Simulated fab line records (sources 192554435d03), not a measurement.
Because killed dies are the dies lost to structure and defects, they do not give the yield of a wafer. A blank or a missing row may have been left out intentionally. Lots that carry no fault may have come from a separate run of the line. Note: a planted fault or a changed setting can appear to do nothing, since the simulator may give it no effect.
One fault through the eyes of 3 desks	flow n5_finfet	each desk has only its own numbers; what lay behind them comes last

== THE TOOL OWNER'S DESK: rie_diel-03 ==
The tool's own readings at N5_BEOL_M7_ETCH_41 (etches SiCN in CH3F/O2, target depth 31.9 nm, time 57.8 s): means of the sampled wafers that have a number, for each lot that ran on this tool. The brackets show how far a lot's mean lies from the usual mean; more than 4 standard deviations puts the lot out of limits, marked OUT.
Columns: A = drypump_motor_current_A at N5_BEOL_M7_ETCH_41, usual 5.6 A; B = oes_product_au at N5_BEOL_M7_ETCH_41, usual 0.78 a.u.; C = rf_fwd_power_W at N5_BEOL_M7_ETCH_41, usual 390.6 W; D = rf_vpp_V at N5_BEOL_M7_ETCH_41, usual 297.4 V; E = showerhead_plenum_p_Torr at N5_BEOL_M7_ETCH_41, usual 2.00 Torr; F = throttle_valve_pct at N5_BEOL_M7_ETCH_41, usual 16.39 %
lot	first seen here	A	B	C	D	E	F
L182	day 9 12:34	5.6	0.81	390.7	298.7	2.06	16.45
L192	day 12 01:27	5.6	0.85	486.2 (+68) OUT	277.8 (-14) OUT	2.05	16.48
L193	day 12 11:26	5.3	0.84	485.2 (+68) OUT	278.5 (-13) OUT	2.08	16.42
L199	day 14 18:59	5.6	0.77	389.9	297.8	2.04	16.52
L205	day 15 10:26	5.6	0.77	390.4	297.7	2.04	16.54
This desk's verdict: out of limits on L192, L193, starting with L192 at day 12 01:27 (rf_fwd_power_W at N5_BEOL_M7_ETCH_41). In limits: L182, L199, L205.

== AT THE METROLOGY DESK ==
Lot by lot, what the gauges showed, no matter which tool ran the lot: averages of those sampled wafers that carry a number. The brackets show how far a lot's mean lies from the usual mean; more than 4 standard deviations puts the lot out of limits, marked OUT.
Columns: A = V6_OVL at N5_BEOL_M7_OVL_MEAS_29, usual -0.7 nm
lot	first seen here	A
L182	day 9 11:10	-0.2
L192	day 12 01:04	-0.8
L193	day 12 11:04	-0.4
L199	day 14 18:20	0.0
L203	day 15 04:17	-0.4
L205	day 15 09:16	-0.7
Result from this desk: across the 6 lots, nothing is out of limits.

== THE DEFECT DESK ==
Inspection counts along the route, by lot: the mean over sampled wafers that carry a number. The brackets show how far a lot's mean lies from the usual mean; more than 4 standard deviations puts the lot out of limits, marked OUT.
Columns: A = raw_defect_count at N5_BEOL_M7_INSPECT_30, usual 394
lot	first seen here	A
L182	day 9 11:13	283
L192	day 12 01:07	320
L193	day 12 11:07	323
L199	day 14 18:23	441
L203	day 15 04:20	390
L205	day 15 09:19	427
Result from this desk: across the 6 lots, nothing is out of limits.

== ALL TOGETHER ==
An alarm could have come from the tool owner's desk at day 12 01:27, on L192, L193.
From the metrology desk's view, nothing was out of limits.
Nothing out of limits was seen by the defect desk.
The metrology desk holds a record of L192, L193, inside its limits.
The defect desk has L192, L193 on record, within its limits.
The lots listed all ran N5_BEOL_M7_ETCH_41 on rie_diel-03.

== WHAT THE SIMULATOR HAD PUT IN ==
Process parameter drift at N5_BEOL_M7_ETCH_41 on rie_diel-03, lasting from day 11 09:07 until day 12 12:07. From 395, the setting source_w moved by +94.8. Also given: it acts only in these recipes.
Lots struck among those shown: L192, L193.
Time in hours from fault onset to the first out-of-limits reading at each desk: the tool owner's desk, 16.
